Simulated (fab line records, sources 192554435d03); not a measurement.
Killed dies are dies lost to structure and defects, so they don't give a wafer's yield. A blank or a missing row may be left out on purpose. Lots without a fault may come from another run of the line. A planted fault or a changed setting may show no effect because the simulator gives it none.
fab line records | flow n5_finfet
record lots=9 wafers=27 last_day=18
route steps=1938 shown BEOL_M10@1488
lots that met no fault: from a run of the same line without faults
start_h: hours from the record's first day to the start of the lot's first wafer shown | wait_h: hours since the lot's step before | " the same as in the row above | L1.1+2: a row that stands for several wafers | - no value, or no start given | * or withheld: withheld | < > ~ a bound
route shown NAME@n: a module of which the file shows steps, and the number in the route of the first | usual: mean/standard deviation of fault-free wafers | same: alike in all rows | chamber/n: place in a boat | sites: the reading at each site | _std_site: their standard deviation | _edge_site: outer sites' mean less inner sites' | radius_mm: how far each site lies from the wafer's centre | mask NAME#n: copy n | behind: the tool/chamber that last shaped the wafer | hold: why the lot was held/for how many hours/how that ended | device: the transistor (n, p or np) that didn't switch | end of line: the same wafers' tests at the end of the route | a step without rows: its recipe alone | killed: dies lost to structure and defects at the first sort, not the wafer's yield | map: a wafer's dies, x killed, . not, _ none there
set.NAME: the setting as run; set.NAME@STEP: as run at that earlier step | model.NAME: the simulator's own value behind a step, which no gauge read
steps of the route over a sample of lots; a table a step, a row a wafer
services: from which hour (start_h, from the record's first day; less than 0 if before it) a tool's chamber was out of use, for how many hours, and why
## steps
# step N5_BEOL_M10_ETCH_62
# recipe chemistry=N2/H2 target=SOC target_depth_a=1100 overetch_a=220 mask_material=SiARC temp_c=40 time_s=165 ion_energy_ev=200 pressure_mtorr=30 source_w=840 bias_w=150 n2_flow_sccm=200 h2_flow_sccm=200
# usual bias_w=150.0/0.47 drypump_motor_current_A=5.8/0.57 oes_product_au=0.64/0.059 rf_vpp_V=523.0/2.3 showerhead_plenum_p_Torr=2.52/0.075 throttle_valve_pct=17.95/0.29
# columns lot.wafer tool chamber start_h wait_h bias_w drypump_motor_current_A oes_product_au rf_hours_counter_h rf_vpp_V showerhead_plenum_p_Torr throttle_valve_pct
L389.2 rie_diel-02 3 222.38 0.0 150.2 5.0 0.60 196 525.8 2.53 18.35
L389.4 " 3 " " 149.9 5.0 0.61 - 522.6 2.53 18.36
L389.5 " 2 " " 150.2 5.9 0.62 - 525.1 2.63 17.78
L388.2 rie_diel-02 3 236.33 0.0 151.2 5.0 0.60 201 523.3 2.53 18.37
L388.3 " 2 " " 150.1 5.8 0.62 197 526.5 2.63 17.79
L388.6 " 2 " " 149.4 5.8 0.62 - 524.9 2.62 17.79
L392.1 rie_diel-04 2 265.30 0.0 150.3 6.1 0.70 77 521.0 2.46 17.55
L392.2 " 0 " " 151.1 6.8 0.59 230 520.4 2.39 18.13
L392.5 " 0 " " 150.4 6.8 0.60 - 518.5 2.39 18.13
L394.2 rie_diel-02 2 271.79 0.0 150.5 5.9 0.61 209 526.2 2.62 17.83
L394.3 " 3 " " 149.9 5.0 0.60 214 522.7 2.52 18.38
L394.5 " 3 " " 149.9 5.0 0.60 - 522.7 2.52 18.38
L397.1 rie_diel-02 1 280.07 0.0 150.4 6.6 0.59 203 522.1 2.52 18.22
L397.2 " 0 " " 150.5 5.6 0.75 16 525.0 2.61 17.84
L397.6 " 3 " " 150.6 5.1 0.59 - 523.8 2.52 18.39
L399.1 rie_diel-04 3 282.51 0.0 150.1 5.3 0.62 204 520.0 2.42 18.16
L399.3 " 2 " " 150.9 6.1 0.69 85 521.9 2.46 17.58
L399.6 " 2 " " 151.0 6.2 0.70 - 522.5 2.46 17.60
L407.1 rie_diel-01 0 348.36 0.0 149.1 5.3 0.68 102 521.8 2.54 17.63
L407.3 " 2 " " 149.7 5.1 0.63 149 521.0 2.44 17.84
L407.5 " 3 " " 150.0 6.2 0.64 - 526.0 2.57 17.55
L408.1 rie_diel-04 2 356.02 0.0 150.3 6.1 0.66 115 521.0 2.45 17.64
L408.4 " 0 " " 150.2 6.8 0.79 7 528.6 2.70 17.75
L408.5 " 0 " " 150.1 6.8 0.80 - 527.6 2.69 17.76
L411.3 rie_diel-04 2 369.76 0.0 149.8 6.1 0.67 121 520.5 2.45 17.64
L411.5 " 2 " " 149.9 6.2 0.66 - 520.4 2.45 17.65
L411.6 " 3 " " 150.8 5.3 0.60 - 518.9 2.41 18.21
# step N5_BEOL_M10_OVL_MEAS_29
# recipe points_per_wafer=44
# usual V9_OVL=0.1/0.56
# columns lot.wafer tool chamber start_h wait_h V9_OVL[nm]
L389.2 overlay-02 0 227.45 0.0 -0.1
L389.4 " 0 " " -0.7
L389.5 " 0 " " -0.7
L388.2 overlay-02 0 238.36 0.0 -0.5
L388.3 " 0 " " 0.3
L388.6 " 0 " " -0.2
L392.1 overlay-01 0 266.59 0.0 0.1
L392.2 " 0 " " 1.1
L392.5 " 0 " " -0.1
L394.2 overlay-02 0 272.66 0.0 -0.2
L394.3 " 0 " " -0.7
L394.5 " 0 " " 0.3
L397.1 overlay-02 0 281.23 0.0 -0.3
L397.2 " 0 " " -0.3
L397.6 " 0 " " 0.3
L399.1 overlay-01 0 283.31 0.0 0.3
L399.3 " 0 " " 0.1
L399.6 " 0 " " 1.2
L407.1 overlay-01 0 350.68 0.0 0.2
L407.3 " 0 " " -0.3
L407.5 " 0 " " 0.6
L408.1 overlay-01 0 359.91 0.0 0.5
L408.4 " 0 " " 0.5
L408.5 " 0 " " 1.1
L411.3 overlay-02 0 371.47 0.0 2.3
L411.5 " 0 " " 0.6
L411.6 " 0 " " 1.2
# step N5_BEOL_M10_VIA_ETCH_34
# recipe chemistry=C4F6/O2 target=SiCOH_lowk target_depth_a=1845 mask_material=SOC taper_deg=4 time_s=69.2 ion_energy_ev=250 pressure_mtorr=30 source_w=345 bias_w=185 Ar_flow_sccm=300 C4F6_flow_sccm=10 O2_flow_sccm=10
# usual O2_flow_sccm=9.998/0.03 bias_w=185.0/0.58 drypump_motor_current_A=5.8/0.55 mfc_ar_sccm=300.0/0.88 oes_product_au=0.77/0.076 rf_vpp_V=662/12 run_length_s=92.5/0.36 showerhead_plenum_p_Torr=2.83/0.078 throttle_valve_pct=21.00/0.26
# columns lot.wafer tool chamber start_h wait_h O2_flow_sccm bias_w drypump_motor_current_A mfc_ar_sccm oes_product_au rf_hours_counter_h rf_vpp_V run_length_s showerhead_plenum_p_Torr throttle_valve_pct
L389.2 rie_diel-02 1 227.72 0.0 9.992 184.3 6.6 300.6 0.71 182 672 92.6 2.83 21.18
L389.4 " 2 " " 9.963 184.6 5.8 300.3 0.74 192 671 92.6 2.94 20.92
L389.5 " 1 " " 10.006 184.6 6.6 300.1 0.71 - 673 92.8 2.83 21.20
L388.2 rie_diel-01 3 238.62 0.0 9.992 185.1 6.2 299.1 0.78 79 656 93.0 2.88 20.49
L388.3 " 2 " " 9.955 186.0 5.2 301.0 0.77 111 684 93.2 2.75 20.89
L388.6 " 2 " " 9.969 185.1 5.1 299.4 0.77 - 684 92.7 2.75 20.89
L392.1 rie_diel-02 0 266.87 0.0 9.958 185.0 5.6 301.6 0.89 15 656 92.1 2.90 20.83
L392.2 " 3 " " 9.966 185.7 5.1 299.8 0.71 212 645 92.3 2.81 21.37
L392.5 " 0 " " 9.989 185.3 5.6 301.1 0.89 - 655 92.3 2.90 20.83
L394.2 rie_diel-01 3 273.12 0.0 9.984 185.1 6.2 300.1 0.77 90 655 93.0 2.87 20.51
L394.3 " 1 " " 9.900 184.2 5.4 299.2 0.78 100 664 92.9 2.90 20.94
L394.5 " 3 " " 9.956 185.7 6.3 300.2 0.78 - 656 93.1 2.87 20.50
L397.1 rie_diel-02 0 281.52 0.0 10.011 185.5 5.6 299.5 0.89 16 655 109.6 2.90 20.82
L397.2 " 3 " " 10.003 184.5 5.0 298.9 0.70 218 646 91.9 2.81 21.38
L397.6 " 3 " " 9.985 184.4 5.0 299.0 0.70 - 647 92.1 2.81 21.38
L399.1 rie_diel-02 1 283.58 0.0 10.026 184.3 6.6 300.5 0.69 204 672 93.4 2.82 21.23
L399.3 " 0 " " 10.031 184.5 5.6 300.8 0.88 17 656 109.7 2.90 20.83
L399.6 " 1 " " 10.027 184.6 6.6 299.9 0.70 - 672 92.8 2.82 21.24
L407.1 rie_diel-04 0 351.40 0.0 9.978 185.3 6.8 298.3 0.96 6 682 92.6 3.02 21.00
L407.3 " 2 " " 9.977 184.6 6.2 298.7 0.81 114 648 92.9 2.73 20.61
L407.5 " 2 " " 9.961 184.8 6.1 298.7 0.81 - 647 92.4 2.73 20.61
L408.1 rie_diel-04 3 360.45 0.0 10.000 185.6 5.3 299.2 0.71 235 669 92.6 2.71 21.24
L408.4 " 2 " " 9.942 186.3 6.1 301.2 0.79 117 648 92.4 2.73 20.63
L408.5 " 3 " " 9.969 185.6 5.3 298.1 0.70 - 669 92.9 2.71 21.25
L411.3 rie_diel-01 3 371.73 0.0 10.000 185.8 6.3 300.7 0.75 124 655 92.8 2.86 20.54
L411.5 " 0 " " 10.022 184.6 5.3 299.3 0.78 - 646 92.4 2.88 21.07
L411.6 " 3 " " 10.017 185.8 6.3 300.8 0.74 - 655 93.0 2.86 20.56
# step N5_BEOL_M10_TRENCH_ETCH_37
# recipe chemistry=C4F6/O2 target_depth_a=1488.3 target=SiCOH_lowk time_s=48 ion_energy_ev=250 pressure_mtorr=30 source_w=345 bias_w=185 Ar_flow_sccm=300 C4F6_flow_sccm=10 O2_flow_sccm=10
# usual O2_flow_sccm=9.999/0.029 bias_w=184.9/0.61 drypump_motor_current_A=5.8/0.54 mfc_ar_sccm=300.0/0.93 oes_product_au=0.77/0.077 rf_vpp_V=662/12 run_length_s=71.4/0.42 showerhead_plenum_p_Torr=2.83/0.078 throttle_valve_pct=21.03/0.26
# columns lot.wafer tool chamber start_h wait_h O2_flow_sccm bias_w drypump_motor_current_A mfc_ar_sccm oes_product_au rf_hours_counter_h rf_vpp_V run_length_s showerhead_plenum_p_Torr throttle_valve_pct
L389.2 rie_diel-02 1 - - 10.000 183.9 6.6 301.0 0.71 182 673 71.9 2.83 21.23
L389.4 " 2 " " 10.021 185.1 5.8 300.4 0.74 192 671 71.3 2.94 20.94
L389.5 " 1 " " 9.961 184.7 6.6 301.9 0.72 - 674 71.8 2.83 21.21
L388.2 rie_diel-01 3 - - 10.003 184.4 6.2 298.1 0.80 79 656 71.8 2.88 20.50
L388.3 " 2 " " 9.967 184.9 5.1 298.7 0.78 111 683 72.0 2.75 20.92
L388.6 " 2 " " 10.028 184.3 5.1 299.7 0.77 - 685 71.5 2.75 20.90
L392.1 rie_diel-02 0 - - 10.009 184.9 5.6 300.1 0.90 15 657 71.1 2.90 20.86
L392.2 " 3 " " 9.986 185.6 5.0 298.8 0.71 212 645 70.8 2.81 21.40
L392.5 " 0 " " 10.013 184.6 5.6 299.6 0.90 - 658 71.2 2.90 20.86
L394.2 rie_diel-01 3 - - 9.970 185.0 6.3 300.2 0.77 90 655 71.8 2.87 20.52
L394.3 " 1 " " 10.038 184.6 5.5 299.6 0.78 100 664 71.1 2.90 20.96
L394.5 " 3 " " 9.935 185.2 6.3 299.4 0.78 - 655 71.6 2.88 20.54
L397.1 rie_diel-02 0 - - 10.025 185.4 5.6 300.2 0.88 16 657 71.2 2.90 20.86
L397.2 " 3 " " 9.989 184.9 5.0 299.7 0.71 218 646 70.7 2.81 21.40
L397.6 " 3 " " 9.976 185.2 5.0 298.8 0.70 - 646 71.1 2.81 21.41
L399.1 rie_diel-02 1 - - 10.029 185.3 6.6 300.8 0.70 205 673 71.4 2.82 21.24
L399.3 " 0 " " 10.027 184.6 5.6 300.2 0.89 17 656 71.0 2.90 20.85
L399.6 " 1 " " 10.037 184.2 6.6 301.0 0.69 - 673 71.7 2.82 21.27
L407.1 rie_diel-04 0 - - 10.002 184.1 6.8 300.0 0.97 6 681 71.6 3.02 21.03
L407.3 " 2 " " 10.039 185.7 6.1 298.5 0.80 114 648 71.7 2.73 20.64
L407.5 " 2 " " 9.982 185.1 6.1 300.3 0.80 - 649 71.2 2.73 20.65
L408.1 rie_diel-04 3 - - 10.003 184.8 5.3 300.1 0.70 235 668 71.4 2.71 21.27
L408.4 " 2 " " 9.993 184.8 6.2 299.7 0.79 117 649 71.5 2.73 20.65
L408.5 " 3 " " 10.011 184.2 5.3 302.2 0.71 - 669 71.7 2.71 21.27
L411.3 rie_diel-01 3 - - 9.996 185.2 6.3 300.7 0.75 124 656 71.5 2.86 20.58
L411.5 " 0 " " 9.961 184.6 5.3 300.7 0.78 - 646 71.7 2.87 21.08
L411.6 " 3 " " 10.003 185.0 6.3 299.7 0.75 - 655 72.1 2.86 20.58
## services
# columns tool chamber start_h hours kind
rie_diel-02 0 211.43 - clean
rie_diel-02 0 211.43 - consumable_replace:focus_ring
rie_diel-02 0 211.43 15.1 scheduled_down
rie_diel-02 0 211.43 15.1 vent_cycle
rie_diel-01 - 226.88 11.4 repair
rie_diel-02 0 269.78 9.7 repair
rie_diel-01 - 271.78 1.1 repair
rie_diel-04 1 272.31 - clean
rie_diel-04 1 272.31 - consumable_replace:focus_ring
rie_diel-04 1 272.31 14.9 scheduled_down
rie_diel-04 1 272.31 14.9 vent_cycle
rie_diel-04 0 317.81 - clean
rie_diel-04 0 317.81 - consumable_replace:focus_ring
rie_diel-04 0 317.81 - consumable_replace:showerhead
rie_diel-04 0 317.81 13.8 scheduled_down
rie_diel-04 0 317.81 13.8 vent_cycle
## key
first_sign step=N5_BEOL_M10_VIA_ETCH_34 reading=run_length_s direction=up sigmas=47 usual=* struck=*
effect none on later readings
met_at N5_BEOL_M10_VIA_ETCH_34
struck_lots L397,L399
struck_wafers L397.1,L399.3
not_acting_at N5_BEOL_M10_ETCH_62,N5_BEOL_M10_OVL_MEAS_29,N5_BEOL_M10_TRENCH_ETCH_37
onset_between 266.87 281.52
fault kind=process_parameter_drift tool=rie_diel-02 chamber=0 onset_h=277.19 steps=N5_BEOL_M10_VIA_ETCH_34 channel=time_s offset=* shape=step end_h=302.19 acts_in=* stated=*
